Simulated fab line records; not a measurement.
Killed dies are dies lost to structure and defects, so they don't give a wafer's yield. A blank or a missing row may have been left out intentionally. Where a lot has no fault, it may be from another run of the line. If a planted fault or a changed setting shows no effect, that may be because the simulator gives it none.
Problem report in the 8D (eight disciplines) form, filled by code    flow n5 finfet    the parts of the form that need people (team, actions taken, sign-off) are left out

1. THE ISSUE
Wafers without a fault read 1500.0 rpm, standard deviation 1.1; spin speed rpm at N5_BEOL_M0_SAQP_COAT_105 reads a mean of 1373.0 rpm on 9 wafers belonging to 3 lots. So: -99 or more standard deviations from the usual mean.
The step: time 60 s, resist thk 100 nm.
First seen on wafer L107.3, day 7 21:13, on litho track-01. Wafers with a number at this step in the record: 30, from 10 lots. Rule for "out", or "out of limits": more than 4 standard deviations from the usual mean. The other wafers with a number count as sound.

2. WHAT IT IS, AND WHAT IT ISN'T
question                     is                      is not
which readings at this step  spin speed rpm          -
which lots                   L107, L108, L109        L102, L103, L105, L115, L117, L118, L119
which wafers of those lots   all that have a number  -
read on which tools          litho track-01          litho track-02, litho track-04
when                         from day 7 21:13        up to then (9 sound wafers); but 12 sound wafers of L115, L117, L118, L119 came after

3. WHAT RULES OUT EACH SUSPECT
Counting: a tool at a process step up to the reading stays a suspect if it ran every lot that is out and no sound lot after the first of them.
- rie si-02 at N5_BEOL_M0_SAQP_ETCH_102 (etches SiO2 in CF4, target depth 4 nm, time 4.4 s): ruled out as a lasting fault. Following L107 (day 7 20:42), the first lot on it that is out, the sound lots L117, L119 were run on it.
- litho track-01 at N5_BEOL_M0_SAQP_COAT_105 (time 60 s, resist thk 100 nm): kept. All lots that are out passed through it, beginning with L107 at day 7 21:13, and no sound lot followed; its final sound lot before that point was L105 at day 7 04:10. Its own readings are out on those wafers: spin speed rpm.
After counting, what remains is litho track-01 at N5_BEOL_M0_SAQP_COAT_105.

4. THE CAUSE (what the simulator had put in)
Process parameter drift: litho track-01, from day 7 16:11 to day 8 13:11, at N5_BEOL_M0_SAQP_COAT_105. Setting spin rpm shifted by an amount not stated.
After counting, this tool was the only one left.

5. SEQUENCE OF EFFECTS, ordered by route
One row per reading whose mean, taken over the struck wafers that have a number, lies over 3 standard deviations from the usual. Scope: only readings with a usual standard deviation given in the record; hours: median across lots of the time from each lot's start at the first step in this table that gives one to its start at this step; sigmas: change in usual standard deviations.
hours  step                      reading         usual       on struck wafers  change  sigmas
0      N5_BEOL_M0_SAQP_COAT_105  spin speed rpm  1500.0 rpm  1373.0            -127.0  -99 or more
Its process steps:
- N5_BEOL_M0_SAQP_COAT_105: time 60 s, resist thk 100 nm.
Later measuring or inspecting steps at which every struck wafer that the step has a row for has a number for every such reading, and none has moved that far: N5_BEOL_M4_RC_MEAS_101.

6. WHAT WOULD HAVE CAUGHT IT SOONER
5 hours passed between the start of the fault at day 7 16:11 and the first reading out of limits in this record, taken at day 7 21:13.
